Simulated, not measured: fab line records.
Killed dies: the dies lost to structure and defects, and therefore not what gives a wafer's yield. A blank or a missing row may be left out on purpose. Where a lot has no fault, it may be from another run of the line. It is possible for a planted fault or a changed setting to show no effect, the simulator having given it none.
Comparing a struck lot with a sound one + flow n5_finfet + 35 out of 1938 route steps
Sound: the wafers L199.3, L199.5, L199.6. Struck: wafer L208.2 (left out: L208.3, L208.5 of the same lot, which were not struck); the cause appears at the end.
For every step that has rows: the tool of each side, followed by ch and its chambers, followed by its first start. Under that, the readings that differ: sound wafers + struck wafers + difference of the means + sigmas: that difference in standard deviations of wafers without a fault.
alike: words and numbers the same on both sides, and readings whose means are apart by under 2 such deviations; not compared: readings that were withheld, readings missing a value for some wafer, numbers with overlapping values and no deviation given by the record, and bounds like >300 which may hide the same value.
The two part at a step that has a row with sigmas, a row that says differs or no value, or rows on one side only. Numbers that have no deviation but don't overlap get no sigmas and don't part them. A reading missing from all wafers of one side parts the sides only when that side holds two or more wafers.

first, 10 steps without rows for these wafers: N5_BEOL_M9_DESCUM_33 (chemistry O2, time 7 s); N5_BEOL_M9_ETCH_76 (etches underlayer in N2/H2, target depth 6.5 nm, time 5.2 s); N5_BEOL_M9_ETCH_65 (etches SiARC in CF4, target depth 15.6 nm, time 26 s); N5_BEOL_M9_ETCH_66 (etches SOC in N2/H2, target depth 80 nm, overetch 16 nm, time 120 s); N5_BEOL_M9_STRIP_69 (strips in N2/H2); N5_BEOL_M9_STRIP_77 (strips in N2/H2); N5_BEOL_M9_VIA_ETCH_34 (etches SiCOH lowk in C4F6/O2, target depth 182.4 nm, time 68.4 s); N5_BEOL_M9_STRIP_73 (strips in C4F6/O2); N5_BEOL_M9_STRIP_36 (strips in N2/H2); N5_BEOL_M9_TRENCH_ETCH_37 (etches SiCOH lowk in C4F6/O2, target depth 151.43 nm, time 49 s).
N5_BEOL_M9_ETCH_41: etches SiCN in CH3F/O2, target depth 36.6 nm, time 70.1 s.
  sound on rie_diel-06 ch 1,2,3, day 11 20:49; struck on rie_diel-05 ch 0, day 14 04:08
  alike: O2_flow_sccm, drypump_motor_current_A, oes_product_au, rf_vpp_V, showerhead_plenum_p_Torr, throttle_valve_pct
  not compared: rf_hours_counter_h
then, 23 steps without rows for these wafers: N5_BEOL_M9_STRIP_80 (strips in N2/H2, time 10 s); N5_BEOL_M9_HM_STRIP_39 (strips TiN in peroxide tin strip, target depth 25 nm, time 158 s); N5_BEOL_M9_SRD_40 (time 30 s); N5_BEOL_M9_PRECLEAN_42 (cleans in residue remover, time 60 s); N5_BEOL_M9_SRD_43 (time 30 s); N5_BEOL_M9_CURE_72 (cures SiCOH lowk, time 120 s); N5_BEOL_M9_DEGAS_44 (time 60 s); N5_BEOL_M9_PRE_CLEAN_45 (time 30 s); N5_BEOL_M9_ALD_74 (deposits TaN, target thk 2 nm, pulse time 2 s, purge time 3 s); N5_BEOL_M9_SURFACE_TREAT_79; N5_BEOL_M9_CVD_78 (deposits Co from CCTBA/H2, target thk 2 nm, time 138.9 s); N5_BEOL_M9_SPUTTER_48 (material Cu, target thk 12 nm, time 2 s); N5_BEOL_M9_ECD_50 (material Cu, target thk 318 nm); N5_BEOL_M9_ANNEAL_51 (time 90 s); N5_BEOL_M9_CMP_52 (polishes, stops on SiCOH lowk, t overpolish 7 s, target thk 140 nm); N5_BEOL_M9_PRE_CLEAN_55 (time 15 s); N5_BEOL_M9_DEP_56 (deposits SiCN from 3MS/NH3, target thk 15 nm, time 26.5 s); N5_BEOL_M10_ILD_DEP_00 (deposits SiCOH lowk from DEMS/porogen, target thk 308.51 nm, time 58 s); N5_BEOL_M10_CURE_71 (cures SiCOH lowk, time 240 s); N5_BEOL_M10_PECVD_70 (deposits SiO2 from TEOS/O2, target thk 20 nm, time 22.7 s); N5_BEOL_M10_HM_DEP_02 (deposits TiN, target thk 20 nm); N5_BEOL_M10_COAT_59 (time 60 s, resist thk 100 nm); N5_BEOL_M10_COAT_60 (time 60 s, resist thk 30 nm).
-- here the record skips 3 days between the struck wafers' starts before and after, leaving off in module BEOL_M10 and picking up in module PASSIVATION (first step shown: number 1936 of the route) --
N5_PASSIVATION_PROBE_49:
  rows exist in the record for the struck wafers here (prober-02, day 17 02:08), but not for the sound ones

WHERE THEY PART
At N5_PASSIVATION_PROBE_49 and nowhere else, as far as this record goes.

WHY: what had been put in by the simulator
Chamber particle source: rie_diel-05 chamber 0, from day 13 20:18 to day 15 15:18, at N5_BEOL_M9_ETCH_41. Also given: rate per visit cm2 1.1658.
